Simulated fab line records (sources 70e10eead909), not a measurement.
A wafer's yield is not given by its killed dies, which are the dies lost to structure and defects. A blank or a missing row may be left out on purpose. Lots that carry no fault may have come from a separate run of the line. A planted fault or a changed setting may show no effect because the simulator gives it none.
fab line records	flow nand_harc
record lots=11	wafers=33	last_day=24
route steps=1159 shown A_BLC@988 A_M0@1003 END@1159
lots that met no fault: from a run of the same line without faults
start_h: start of the lot's first displayed wafer, in hours after the record's first day	wait_h: hours since the lot's step before	" as in the row above	L1.1+2: one row covering several wafers at once	- no value, or no start was given	* or withheld: withheld	< > ~ a bound
route shown NAME@n: names a module that has steps shown in the file, with the first one's number in the route	usual: average and standard deviation across the fault-free wafers	same: alike in all rows	chamber/n: place in a boat	sites: the reading at each site	_std_site: their standard deviation	_edge_site: outer sites' mean less inner sites'	radius_mm: how far each site lies from the wafer's centre	mask NAME#n: copy n	behind: tool/chamber where the wafer was last shaped	hold: why the lot went on hold/how many hours it stayed there/how the hold came to an end	device: the n, p or np transistor that did not switch	end of line: the same wafers' tests at the end of the route	for a step that has no rows: nothing shown but its recipe	killed: at the first sort, the dies lost to defects and structure; wafer yield is something else	map: per-die view of a wafer (x killed, . not killed, _ where there is no die)
set.NAME: the setting that was run; set.NAME@STEP: the one run at that earlier step	model.NAME: the simulator's own value behind a step, which no gauge read
one table for each step of the route and one row for each wafer, over a sample of lots
services: from which hour (start_h, from the record's first day; less than 0 if before it) a tool's chamber was out of use, for how many hours, and why
## steps
# step NHARC_A_BLC_ALD_23
# recipe target_thk_a=30	pulse_time_s=1	ald_cycles=150	temp_c=450	material=TiN
# usual heater_power_outer_w=714/59	heater_power_w=1114/90	precursor_pulse_height_rel=0.997/0.019
lot.wafer	tool	chamber	start_h	wait_h	heater_power_outer_w	heater_power_w	precursor_pulse_height_rel
L123.3	ald_metal-01	0	398.07	-	756	1088	0.980
L123.4	"	1	"	"	681	1033	0.989
L123.6	"	0	"	"	734	1053	0.999
L125.2	ald_metal-01	2	404.66	-	668	984	1.007
L125.1	"	3	"	"	776	1222	1.000
L125.3	"	1	"	"	669	1022	1.021
L122.2	ald_metal-02	3	408.16	-	672	1074	0.996
L122.5	"	3	"	"	679	1083	1.007
L122.6	"	1	"	"	759	1183	1.006
L127.2	ald_metal-03	0	414.32	-	818	1261	0.996
L127.4	"	2	"	"	741	1174	0.966
L127.1	"	3	"	"	614	1080	0.987
L130.1	ald_metal-02	3	449.74	-	686	1066	0.987
L130.3	"	0	"	"	739	1034	0.995
L130.2	"	1	"	"	770	1195	1.037
L128.2	ald_metal-01	0	455.25	-	755	1084	0.972
L128.1	"	1	"	"	656	1008	0.990
L128.4	"	3	"	"	781	1190	0.981
L132.3	ald_metal-02	0	461.74	-	736	1044	0.990
L132.2	"	3	"	"	689	1085	1.011
L132.5	"	0	"	"	722	1028	0.980
L134.2	ald_metal-03	2	466.61	-	742	1213	0.992
L134.3	"	1	"	"	665	1076	0.995
L134.5	"	1	"	"	673	1060	1.008
L137.2	ald_metal-02	0	486.28	-	722	1029	0.984
L137.3	"	1	"	"	777	1216	1.001
L137.5	"	0	"	"	731	1040	0.988
L135.3	ald_metal-03	2	487.38	-	739	1182	1.015
L135.4	"	3	"	"	625	1059	0.975
L135.5	"	2	"	"	742	1130	1.034
L140.1	ald_metal-03	0	492.57	-	815	1294	1.002
L140.5	"	1	"	"	658	1090	1.001
L140.6	"	2	"	"	752	1175	0.980
# step NHARC_A_BLC_CVD_24
# recipe target_thk_a=1500	temp_c=300	pressure_torr=40	wf6_flow_sccm=40	h2_flow_sccm=1600	ar_flow_sccm=1560	time_s=434	material=W
# usual chamber_pressure_Torr=40.00/0.083	heater_power_outer_w=271/48	heater_power_w=470/59	throttle_valve_pct=7.8/0.31
lot.wafer	tool	chamber	start_h	wait_h	chamber_pressure_Torr	heater_power_outer_w	heater_power_w	throttle_valve_pct
L123.3	cvd_w-02	1	-	-	39.86	276	449	7.9
L123.4	"	0	"	"	39.90	210	404	7.5
L123.6	"	1	"	"	39.88	271	439	7.7
L125.1	cvd_w-02	1	-	-	40.15	268	444	7.7
L125.2	"	0	"	"	40.03	206	403	7.6
L125.3	"	1	"	"	40.00	284	433	8.0
L122.2	cvd_w-01	0	-	-	40.06	280	493	8.0
L122.6	"	1	"	"	39.92	341	566	7.7
L122.5	"	0	"	"	39.94	278	490	7.8
L127.2	cvd_w-02	0	-	-	39.94	206	391	7.5
L127.1	"	1	"	"	40.02	271	441	7.8
L127.4	"	0	"	"	39.99	204	409	7.4
L130.2	cvd_w-02	0	-	-	40.10	209	410	7.3
L130.1	"	1	"	"	39.83	277	441	8.2
L130.3	"	1	"	"	39.93	276	447	8.1
L128.1	cvd_w-02	1	-	-	40.05	266	442	8.0
L128.2	"	0	"	"	39.95	207	396	7.6
L128.4	"	1	"	"	40.08	283	448	8.2
L132.2	cvd_w-01	1	-	-	40.03	349	569	7.7
L132.3	"	1	"	"	40.09	348	555	7.5
L132.5	"	1	"	"	39.88	354	571	7.8
L134.2	cvd_w-02	1	466.93	0.3	40.01	280	455	8.1
L134.3	"	1	"	"	40.21	264	448	8.1
L134.5	"	1	"	"	40.10	269	450	8.2
L137.2	cvd_w-02	0	-	-	39.97	209	403	7.2
L137.3	"	1	"	"	40.02	277	447	8.1
L137.5	"	0	"	"	39.93	214	408	7.3
L135.3	cvd_w-02	0	-	-	40.01	211	406	7.6
L135.4	"	1	"	"	40.09	279	443	8.1
L135.5	"	0	"	"	40.08	208	417	7.5
L140.1	cvd_w-01	0	-	-	40.02	286	510	7.9
L140.5	"	0	"	"	40.10	283	502	7.8
L140.6	"	1	"	"	40.09	350	560	7.7
# step NHARC_A_M0_DEVELOP_08
# recipe develop_time_s=35	dev_temp_c=23
# usual developer_temp_C=22.99/0.11
lot.wafer	tool	chamber	start_h	wait_h	developer_temp_C
L123.3	litho_track-06	0	402	-	22.98
L123.4	"	0	"	"	22.93
L123.6	"	0	"	"	23.03
L125.1	litho_track-04	0	411	-	22.90
L125.2	"	0	"	"	22.88
L125.3	"	0	"	"	23.04
L122.2	litho_track-01	0	412	-	23.23
L122.5	"	0	"	"	23.04
L122.6	"	0	"	"	23.03
L127.1	litho_track-01	0	416	-	23.05
L127.2	"	0	"	"	23.09
L127.4	"	0	"	"	22.99
L130.1	litho_track-06	0	452	-	22.86
L130.2	"	0	"	"	22.88
L130.3	"	0	"	"	22.97
L128.1	litho_track-06	0	460	-	23.17
L128.2	"	0	"	"	22.98
L128.4	"	0	"	"	23.17
L132.2	litho_track-04	0	467	-	22.94
L132.3	"	0	"	"	22.99
L132.5	"	0	"	"	23.03
L134.2	litho_track-01	0	468	-	22.71
L134.3	"	0	"	"	22.89
L134.5	"	0	"	"	22.80
L137.2	litho_track-01	0	491	-	22.83
L137.3	"	0	"	"	22.89
L137.5	"	0	"	"	22.98
L135.3	litho_track-01	0	491	-	21.96
L135.4	"	0	"	"	22.03
L135.5	"	0	"	"	21.95
L140.1	litho_track-01	0	497	-	22.10
L140.5	"	0	"	"	22.11
L140.6	"	0	"	"	21.85
# step NHARC_A_M0_ETCH_34
# recipe target_depth_a=400	overetch_a=120	time_s=43.94	ion_energy_ev=200	n2_flow_sccm=150	h2_flow_sccm=150	ar_flow_sccm=0	rf_w=400	bias_w=150	chemistry=N2/H2
# usual drypump_motor_current_A=5.8/0.45	n2_flow_sccm=150.0/0.46	oes_product_au=0.998/0.0088	rf_vpp_V=431.1/2.3	showerhead_plenum_p_Torr=2.06/0.079	throttle_valve_pct=14.173/0.009
lot.wafer	tool	chamber	start_h	wait_h	drypump_motor_current_A	n2_flow_sccm	oes_product_au	rf_hours_counter_h	rf_vpp_V	showerhead_plenum_p_Torr	throttle_valve_pct
L123.4	rie_diel-11	3	402.38	0.1	5.6	150.8	1.000	1	427.4	1.96	14.169
L123.3	"	1	"	"	5.3	149.7	0.984	1	432.7	2.08	14.177
L123.6	"	3	"	"	5.6	150.5	1.005	-	429.7	1.96	14.171
L125.3	rie_diel-12	1	412.03	0.1	5.9	149.7	0.985	1	431.4	2.14	14.174
L125.1	"	2	"	"	6.0	149.8	0.987	1	431.5	2.08	14.181
L125.2	"	3	"	"	6.1	149.8	1.014	2	426.8	1.91	14.161
L122.2	rie_diel-02	2	412.63	0.1	5.1	150.0	0.983	7	431.4	2.07	14.176
L122.6	"	1	"	"	6.3	149.9	0.998	-	431.0	2.08	14.167
L122.5	"	2	"	"	5.1	149.9	1.007	-	432.0	2.07	14.170
L127.2	rie_diel-02	3	416.61	0.1	5.5	150.2	1.003	7	432.0	2.10	14.167
L127.1	"	1	"	"	6.4	150.2	0.997	3	431.3	2.08	14.169
L127.4	"	2	"	"	5.2	149.5	0.988	7	430.5	2.07	14.170
L130.1	rie_diel-02	3	453.11	0.1	5.5	148.8	0.993	9	433.5	2.10	14.196
L130.3	"	0	"	"	6.0	150.2	1.005	9	433.3	2.16	14.173
L130.2	"	2	"	"	5.2	150.3	0.989	10	430.8	2.06	14.177
L128.2	rie_diel-02	1	460.91	0.1	6.3	149.9	1.001	7	431.2	2.07	14.164
L128.1	"	2	"	"	5.2	150.5	0.999	10	429.2	2.06	14.174
L128.4	"	1	"	"	6.4	149.9	0.997	-	432.1	2.07	14.173
L132.2	rie_diel-02	2	467.56	0.1	5.2	151.0	0.991	11	431.7	2.06	14.161
L132.3	"	1	"	"	6.4	150.4	0.990	7	431.0	2.07	14.175
L132.5	"	2	"	"	5.1	150.4	0.998	-	431.7	2.06	14.185
L134.2	rie_diel-02	2	469.12	0.1	5.1	149.9	0.993	11	431.5	2.06	14.172
L134.3	"	1	"	"	6.3	149.5	0.992	7	431.4	2.07	14.183
L134.5	"	1	"	"	6.3	150.5	0.990	-	430.3	2.07	14.187
L137.2	rie_diel-02	2	491.46	0.1	5.2	149.7	1.007	12	431.9	2.06	14.170
L137.3	"	0	"	"	6.0	149.8	0.999	12	432.8	2.16	14.162
L137.5	"	0	"	"	6.0	149.2	1.013	-	432.6	2.16	14.175
L135.3	rie_diel-02	0	492.02	0.1	6.0	150.0	1.014	12	433.2	2.16	14.167
L135.4	"	1	"	"	6.3	149.7	0.981	-	431.3	2.07	14.174
L135.5	"	2	"	"	5.2	149.5	0.993	-	430.1	2.06	14.172
L140.1	rie_diel-11	1	498.28	0.1	5.3	150.4	0.981	8	431.0	2.07	14.177
L140.5	"	3	"	"	5.6	149.3	1.015	-	428.1	1.96	14.181
L140.6	"	1	"	"	5.3	150.1	0.990	-	430.9	2.07	14.153
# step NHARC_END_SORT_01
# recipe temp_c=25
# usual defect_limited_yield=95.3/1.3	killed_at_array=28/9.1	killed_at_other=0.6/0.87	killed_at_periphery=3.4/2.7	killed_dies=32/9	killed_open=3.2/1.9	killed_short=2.0/1.3	sort_bin_2_pct=1.5/0.57	sort_bin_3_pct=0.26/0.22	sort_bin_4_pct=2.9/0.91	sort_n_pass=645/9	sort_rim_yield_pct=93/3.3	sort_yield_pct=95.3/1.3
# same gross_dies=677	sort_bin_5_pct[%]=0	sort_bin_6_pct[%]=0	sort_bin_7_pct[%]=0	sort_bin_8_pct[%]=0	sort_rim_n_gross=106.00
lot.wafer	tool	chamber	start_h	wait_h	defect_limited_yield[%]	killed_at_array	killed_at_other	killed_at_periphery	killed_dies	killed_open	killed_short	sort_bin_2_pct[%]	sort_bin_3_pct[%]	sort_bin_4_pct[%]	sort_n_pass	sort_rim_yield_pct[%]	sort_yield_pct[%]
L123.3	prober-01	0	441.31	3.1	97.3	13	2	3	18	3	3	1.0	0.30	1.3	659	93	97.3
L123.4	prober-01	0	442.11	3.4	96.2	20	1	5	26	8	3	1.3	0	2.5	651	94	96.2
L123.6	prober-01	0	443.70	4.0	96.5	17	1	6	24	6	1	1.2	0.30	2.1	653	92	96.5
L122.2	prober-02	0	452.83	2.8	95.7	28	0	1	29	2	1	1.5	0.59	2.2	648	92	95.7
L122.5	prober-02	0	455.26	3.7	96.9	20	0	1	21	3	3	0.9	0.15	2.1	656	93	96.9
L122.6	prober-02	0	456.07	4.0	94.4	34	0	4	38	3	0	1.5	0.30	3.8	639	92	94.4
L125.1	prober-02	0	459.86	2.5	98.8	7	0	1	8	0	3	0.3	0.15	0.7	669	98	98.8
L125.2	prober-02	0	460.66	2.8	97.3	13	0	5	18	4	3	0.7	0	1.9	659	97	97.3
L125.3	prober-02	0	461.46	3.1	97.8	12	0	3	15	5	3	0.6	0.15	1.5	662	96	97.8
L127.1	prober-02	0	475.42	2.5	96.3	24	0	1	25	4	1	0.9	0.59	2.2	652	97	96.3
L127.2	prober-02	0	476.21	2.8	96.3	23	1	1	25	6	1	1.2	0.15	2.4	652	91	96.3
L127.4	prober-02	0	477.81	3.4	96.3	24	0	1	25	3	1	0.6	0.15	3.0	652	94	96.3
L130.1	prober-02	0	493.99	2.6	95.9	26	1	1	28	3	1	1.0	0.74	2.4	649	94	95.9
L130.2	prober-02	0	494.79	2.8	95.6	25	1	4	30	4	1	1.8	0.15	2.5	647	97	95.6
L130.3	prober-02	0	495.59	3.1	94.8	33	1	1	35	2	4	1.8	0.15	3.2	642	94	94.8
L128.1	prober-02	0	509.88	2.5	94.1	35	0	5	40	2	2	1.8	0.59	3.5	637	91	94.1
L128.2	prober-02	0	510.68	2.8	93.5	35	0	9	44	4	1	1.5	0.30	4.7	633	84	93.5
L128.4	prober-02	0	512.28	3.4	93.2	38	1	7	46	7	1	2.5	0	4.3	631	82	93.2
L134.2	prober-02	0	526.31	2.8	95.7	28	0	1	29	1	3	1.5	0.15	2.7	648	91	95.7
L134.3	prober-02	0	527.12	3.1	94.7	33	0	3	36	4	3	2.2	0	3.1	641	96	94.7
L134.5	prober-02	0	528.73	3.7	96.2	25	0	1	26	4	2	1.2	0.30	2.4	651	93	96.2
L132.2	prober-02	0	534.11	2.8	96.8	21	1	0	22	0	3	0.9	0.15	2.2	655	97	96.8
L132.3	prober-02	0	534.90	3.1	95.3	28	0	4	32	1	2	1.2	0.15	3.4	645	94	95.3
L132.5	prober-02	0	536.49	3.7	95.7	26	0	3	29	1	4	1.3	0.15	2.8	648	94	95.7
L137.2	prober-02	0	557.59	2.8	95.6	22	1	7	30	3	3	1.0	0.74	2.7	647	95	95.6
L137.3	prober-02	0	558.38	3.1	95.7	18	2	9	29	1	3	0.7	0.15	3.4	648	94	95.7
L137.5	prober-02	0	559.96	3.7	96.0	14	3	10	27	2	2	1.3	0.15	2.5	650	97	96.0
L140.1	prober-02	0	564.57	2.5	94.2	35	0	4	39	7	1	2.1	0.15	3.5	638	93	94.2
L140.5	prober-02	0	567.79	3.7	94.2	35	1	3	39	3	3	2.4	0.30	3.1	638	89	94.2
L140.6	prober-02	0	568.59	4.0	94.1	36	0	4	40	6	0	1.9	0.44	3.5	637	87	94.1
L135.3	prober-02	0	573.98	3.1	94.5	29	1	7	37	8	5	1.5	0.30	3.7	640	94	94.5
L135.4	prober-02	0	574.78	3.4	93.5	37	2	5	44	1	4	1.5	0.44	4.6	633	95	93.5
L135.5	prober-02	0	575.57	3.7	93.8	35	2	5	42	2	5	2.2	0.59	3.4	635	93	93.8
# killed by level:class
L123.3 A_CHANNEL_HOLE_D1:chamber_film_flake=5 P_ZERO_WELL:chamber_film_flake=2 A_ZERO_WELL:chamber_film_flake=2 THIN_TSV:chamber_film_flake=2 P_M2:geometric_particle:open=1 A_ONON_D1:geometric_particle:short=1 A_SGD_CUT:geometric_particle:short=1 A_CONTACT:geometric_particle:short=1
L123.4 A_CHANNEL_HOLE_D1:chamber_film_flake=7 A_CONTACT:geometric_particle:open=5 A_STAIRCASE:chamber_film_flake=3 P_CONTACT:geometric_particle:open=2 P_ZERO_WELL:chamber_film_flake=2 A_STAIRCASE:geometric_particle:short=1 A_WL_FILL:geometric_particle:open=1 A_WL_FILL:geometric_particle:short=1
L123.6 A_CHANNEL_HOLE_D1:chamber_film_flake=8 A_STAIRCASE:chamber_film_flake=3 P_ZERO_WELL:chamber_film_flake=2 A_SLIT:chamber_film_flake=1 P_CONTACT:geometric_particle:open=1 P_M1:geometric_particle:open=1 P_M2:geometric_particle:open=1 A_CHANNEL_HOLE_D1:geometric_particle:open=1
L122.2 A_SLIT:chamber_film_flake=14 A_CHANNEL_HOLE_D1:chamber_film_flake=8 A_CONTACT:chamber_film_flake=2 A_CHANNEL_HOLE_D1:geometric_particle:open=1 A_WL_FILL:geometric_particle:open=1 A_WL_FILL:geometric_particle:short=1 P_STI:chamber_film_flake=1 A_STAIRCASE:chamber_film_flake=1
L122.5 A_SLIT:chamber_film_flake=10 A_CHANNEL_HOLE_D1:chamber_film_flake=3 A_WL_FILL:geometric_particle:short=2 A_CHANNEL_HOLE_D1:geometric_particle:open=1 A_CHANNEL_FILL_D1:geometric_particle:open=1 A_CHANNEL_FILL_D1:geometric_particle:short=1 A_CONTACT:geometric_particle:open=1 P_ZERO_WELL:chamber_film_flake=1
L122.6 A_SLIT:chamber_film_flake=13 A_CHANNEL_HOLE_D1:chamber_film_flake=9 A_CONTACT:chamber_film_flake=6 A_STAIRCASE:chamber_film_flake=5 P_CONTACT:geometric_particle:open=2 A_CONTACT:geometric_particle:open=1 P_ZERO_WELL:chamber_film_flake=1 P_STI:chamber_film_flake=1
L125.1 A_WL_FILL:geometric_particle:short=2 A_CHANNEL_FILL_D1:geometric_particle:short=1 P_GATE:chamber_film_flake=1 A_ZERO_WELL:chamber_film_flake=1 A_CHANNEL_HOLE_D1:chamber_film_flake=1 A_CHANNEL_FILL_D1:chamber_film_flake=1 A_STAIRCASE:chamber_film_flake=1
L125.2 A_CHANNEL_HOLE_D1:chamber_film_flake=4 A_CONTACT:geometric_particle:open=2 P_GATE:chamber_film_flake=2 A_STAIRCASE:chamber_film_flake=2 P_GATE:geometric_particle:short=1 P_CONTACT:geometric_particle:short=1 P_M0:geometric_particle:open=1 A_CONTACT:geometric_particle:short=1
L125.3 A_WL_FILL:geometric_particle:short=3 A_CHANNEL_HOLE_D1:chamber_film_flake=3 A_CONTACT:geometric_particle:open=2 A_BLC:geometric_particle:open=2 P_GATE:chamber_film_flake=2 P_CONTACT:geometric_particle:open=1 A_ZERO_WELL:chamber_film_flake=1 A_CHANNEL_FILL_D1:chamber_film_flake=1
L127.1 A_CHANNEL_HOLE_D1:chamber_film_flake=8 A_STAIRCASE:chamber_film_flake=6 A_ZERO_WELL:chamber_film_flake=3 A_CONTACT:chamber_film_flake=2 P_M2:geometric_particle:open=1 A_CHANNEL_FILL_D1:geometric_particle:open=1 A_CONTACT:geometric_particle:open=1 A_CONTACT:geometric_particle:short=1
L127.2 A_CONTACT:chamber_film_flake=7 A_STAIRCASE:chamber_film_flake=6 A_CHANNEL_HOLE_D1:chamber_film_flake=4 A_CONTACT:geometric_particle:open=3 P_STI:geometric_particle:short=1 A_ONON_D1:geometric_particle:open=1 A_CHANNEL_FILL_D1:geometric_particle:open=1 STARTING-WAFER:geometric_particle:open=1
L127.4 A_STAIRCASE:chamber_film_flake=6 A_ZERO_WELL:chamber_film_flake=5 A_CONTACT:chamber_film_flake=5 A_CHANNEL_HOLE_D1:chamber_film_flake=4 A_CONTACT:geometric_particle:open=2 A_ONON_D1:geometric_particle:short=1 A_STAIRCASE:geometric_particle:open=1 P_BONDPAD:chamber_film_flake=1
L130.1 A_BONDPAD:chamber_film_flake=7 A_SLIT:chamber_film_flake=5 A_CHANNEL_HOLE_D1:chamber_film_flake=3 A_CONTACT:chamber_film_flake=3 A_CHANNEL_HOLE_D1:geometric_particle:open=2 A_STAIRCASE:chamber_film_flake=2 A_WL_FILL:chamber_film_flake=2 A_ONON_D1:geometric_particle:short=1
L130.2 A_SLIT:chamber_film_flake=7 A_CHANNEL_HOLE_D1:chamber_film_flake=5 A_BONDPAD:chamber_film_flake=4 A_CONTACT:chamber_film_flake=3 A_WL_FILL:chamber_film_flake=2 P_CONTACT:geometric_particle:open=1 P_M0:geometric_particle:open=1 A_ONON_D1:geometric_particle:short=1
L130.3 A_SLIT:chamber_film_flake=14 A_CONTACT:chamber_film_flake=7 A_CHANNEL_HOLE_D1:chamber_film_flake=3 A_STAIRCASE:chamber_film_flake=3 A_BONDPAD:chamber_film_flake=2 P_CONTACT:geometric_particle:open=1 A_ONON_D1:geometric_particle:short=1 A_CHANNEL_HOLE_D1:geometric_particle:short=1
L128.1 A_SLIT:chamber_film_flake=13 A_CHANNEL_HOLE_D1:chamber_film_flake=8 A_CONTACT:chamber_film_flake=8 A_CONTACT:geometric_particle:open=2 P_ZERO_WELL:chamber_film_flake=2 P_BONDPAD:chamber_film_flake=2 A_STAIRCASE:chamber_film_flake=2 P_CONTACT:geometric_particle:short=1
L128.2 A_SLIT:chamber_film_flake=17 A_CHANNEL_HOLE_D1:chamber_film_flake=8 A_CONTACT:chamber_film_flake=7 P_GATE:chamber_film_flake=2 P_BONDPAD:chamber_film_flake=2 P_GATE:geometric_particle:open=1 P_CONTACT:geometric_particle:open=1 A_ONON_D1:geometric_particle:open=1
L128.4 A_SLIT:chamber_film_flake=16 A_CHANNEL_HOLE_D1:chamber_film_flake=10 P_ZERO_WELL:chamber_film_flake=5 A_CONTACT:chamber_film_flake=4 A_CONTACT:geometric_particle:open=2 A_STAIRCASE:chamber_film_flake=2 P_CONTACT:geometric_particle:open=1 A_CHANNEL_FILL_D1:geometric_particle:short=1
L134.2 A_SLIT:chamber_film_flake=14 A_CHANNEL_HOLE_D1:chamber_film_flake=3 A_CHANNEL_FILL_D1:chamber_film_flake=3 A_CONTACT:chamber_film_flake=2 A_ONON_D1:geometric_particle:short=1 A_CHANNEL_HOLE_D1:geometric_particle:short=1 A_WL_FILL:geometric_particle:short=1 A_WL_FILL:geometric_particle:open=1
L134.3 A_SLIT:chamber_film_flake=15 A_CHANNEL_HOLE_D1:chamber_film_flake=8 A_STAIRCASE:chamber_film_flake=2 A_CONTACT:chamber_film_flake=2 P_STI:geometric_particle:open=1 P_GATE:geometric_particle:open=1 P_CONTACT:geometric_particle:short=1 A_CHANNEL_HOLE_D1:geometric_particle:short=1
L134.5 A_SLIT:chamber_film_flake=12 A_STAIRCASE:chamber_film_flake=3 A_CHANNEL_HOLE_D1:chamber_film_flake=2 A_STAIRCASE:geometric_particle:short=1 A_WL_FILL:geometric_particle:open=1 A_WL_FILL:geometric_particle:short=1 A_CONTACT:geometric_particle:open=1 A_M0:geometric_particle:open=1
L132.2 A_SLIT:chamber_film_flake=12 A_CHANNEL_HOLE_D1:chamber_film_flake=4 A_STAIRCASE:chamber_film_flake=2 A_SOURCE_PLATE:geometric_particle:short=1 A_CONTACT:geometric_particle:short=1 STARTING-WAFER:geometric_particle:short=1 A_WL_FILL:chamber_film_flake=1
L132.3 A_SLIT:chamber_film_flake=14 A_CHANNEL_HOLE_D1:chamber_film_flake=10 P_M0:chamber_film_flake=2 P_M0:geometric_particle:open=1 A_CHANNEL_FILL_D1:geometric_particle:short=1 A_BLC:geometric_particle:short=1 P_GATE:chamber_film_flake=1 A_WL_FILL:chamber_film_flake=1
L132.5 A_CHANNEL_HOLE_D1:chamber_film_flake=12 A_SLIT:chamber_film_flake=8 A_CHANNEL_FILL_D1:geometric_particle:short=2 P_GATE:chamber_film_flake=2 A_SGD_CUT:geometric_particle:short=1 A_WL_FILL:geometric_particle:open=1 A_M0:geometric_particle:short=1 P_BONDPAD:chamber_film_flake=1
L137.2 A_CONTACT:chamber_film_flake=7 A_CHANNEL_HOLE_D1:chamber_film_flake=4 A_STAIRCASE:chamber_film_flake=4 P_M0:chamber_film_flake=3 A_WL_FILL:geometric_particle:open=2 P_STI:chamber_film_flake=2 P_M2:geometric_particle:short=1 A_ONON_D1:geometric_particle:short=1
L137.3 A_CONTACT:chamber_film_flake=7 A_STAIRCASE:chamber_film_flake=4 P_STI:chamber_film_flake=2 P_M0:chamber_film_flake=2 P_GATE:chamber_film_flake=2 P_CONTACT:chamber_film_flake=2 A_CHANNEL_HOLE_D1:chamber_film_flake=2 THIN_TSV:chamber_film_flake=2
L137.5 A_CHANNEL_HOLE_D1:chamber_film_flake=4 A_CONTACT:chamber_film_flake=4 A_STAIRCASE:chamber_film_flake=3 P_CONTACT:chamber_film_flake=3 P_M0:chamber_film_flake=3 THIN_TSV:chamber_film_flake=3 P_GATE:geometric_particle:open=2 P_STI:chamber_film_flake=2
L140.1 A_SLIT:chamber_film_flake=21 A_CHANNEL_HOLE_D1:chamber_film_flake=9 P_GATE:geometric_particle:open=1 P_M0:geometric_particle:open=1 P_M0:geometric_particle:short=1 P_M1:geometric_particle:open=1 A_ONON_D1:geometric_particle:open=1 A_CHANNEL_HOLE_D1:geometric_particle:open=1
L140.5 A_CHANNEL_HOLE_D1:chamber_film_flake=14 A_SLIT:chamber_film_flake=13 A_STAIRCASE:chamber_film_flake=2 P_M0:geometric_particle:short=1 P_M1:geometric_particle:short=1 A_ONON_D1:geometric_particle:open=1 A_CHANNEL_HOLE_D1:geometric_particle:open=1 A_CHANNEL_FILL_D1:geometric_particle:open=1
L140.6 A_SLIT:chamber_film_flake=18 A_CHANNEL_FILL_D1:chamber_film_flake=6 A_CHANNEL_HOLE_D1:chamber_film_flake=4 A_ZERO_WELL:chamber_film_flake=3 P_M0:geometric_particle:open=2 A_CONTACT:geometric_particle:open=2 P_GATE:geometric_particle:open=1 A_BLC:geometric_particle:open=1
L135.3 A_SLIT:chamber_film_flake=9 P_M0:chamber_film_flake=3 A_STAIRCASE:chamber_film_flake=3 A_CONTACT:chamber_film_flake=3 A_BONDPAD:chamber_film_flake=3 P_CONTACT:geometric_particle:open=2 A_BLC:geometric_particle:open=2 A_M0:geometric_particle:open=2
L135.4 A_SLIT:chamber_film_flake=14 A_CHANNEL_HOLE_D1:chamber_film_flake=8 A_BONDPAD:chamber_film_flake=5 P_M0:chamber_film_flake=4 A_STAIRCASE:chamber_film_flake=3 A_CONTACT:chamber_film_flake=2 THIN_TSV:chamber_film_flake=2 P_CONTACT:geometric_particle:short=1
L135.5 A_SLIT:chamber_film_flake=14 A_CHANNEL_HOLE_D1:chamber_film_flake=4 P_M0:chamber_film_flake=3 A_STAIRCASE:chamber_film_flake=3 A_BONDPAD:chamber_film_flake=3 A_WL_FILL:geometric_particle:short=2 A_WL_FILL:chamber_film_flake=2 A_CONTACT:chamber_film_flake=2
## services
tool	chamber	start_h	hours	kind
ald_metal-02	-	377.43	0.7	repair
rie_diel-11	-	377.51	3.7	repair
rie_diel-02	0	377.88	2.2	repair
cvd_w-02	-	378.46	13.0	pm
rie_diel-12	-	379.40	9.0	pm
rie_diel-12	1	391.39	5.3	repair
ald_metal-02	0	403.46	6.4	repair
ald_metal-02	0	427.45	3.1	repair
ald_metal-03	1	436.34	8.7	repair
ald_metal-03	2	439.61	4.5	repair
litho_track-01	-	443.00	7.0	pm
rie_diel-11	1	452.84	6.7	repair
rie_diel-02	3	454.41	52.1	repair
ald_metal-03	3	456.84	10.3	repair
ald_metal-01	-	458.00	10.0	pm
ald_metal-03	1	459.48	1.7	repair
ald_metal-03	0	460.61	6.7	repair
litho_track-06	-	467.00	7.0	pm
rie_diel-12	2	472.20	7.5	repair
cvd_w-01	-	474.47	13.0	pm
rie_diel-11	0	475.74	9.3	repair
rie_diel-11	0	490.49	16.6	repair
litho_track-04	-	491.00	7.0	pm
ald_metal-02	-	491.63	0.6	repair
## key
first_sign step=NHARC_A_M0_DEVELOP_08	reading=developer_temp_C	direction=down	sigmas=8.9	usual=*	struck=*
effect none on later readings
met_at NHARC_A_M0_DEVELOP_08
struck_lots L135,L140
loop_trim step=NHARC_A_M0_EXPOSE_06	setting=dose	lots=L140
not_acting_at NHARC_A_BLC_ALD_23,NHARC_A_BLC_CVD_24,NHARC_A_M0_ETCH_34
fault kind=process_parameter_drift	tool=litho_track-01	chamber=-	onset_h=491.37	steps=NHARC_A_M0_DEVELOP_08	channel=dev_temp_c	offset=*	shape=step	end_h=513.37	acts_in=*	stated=*
# loop_trim: a control loop set the setting to another value than it would have without faults
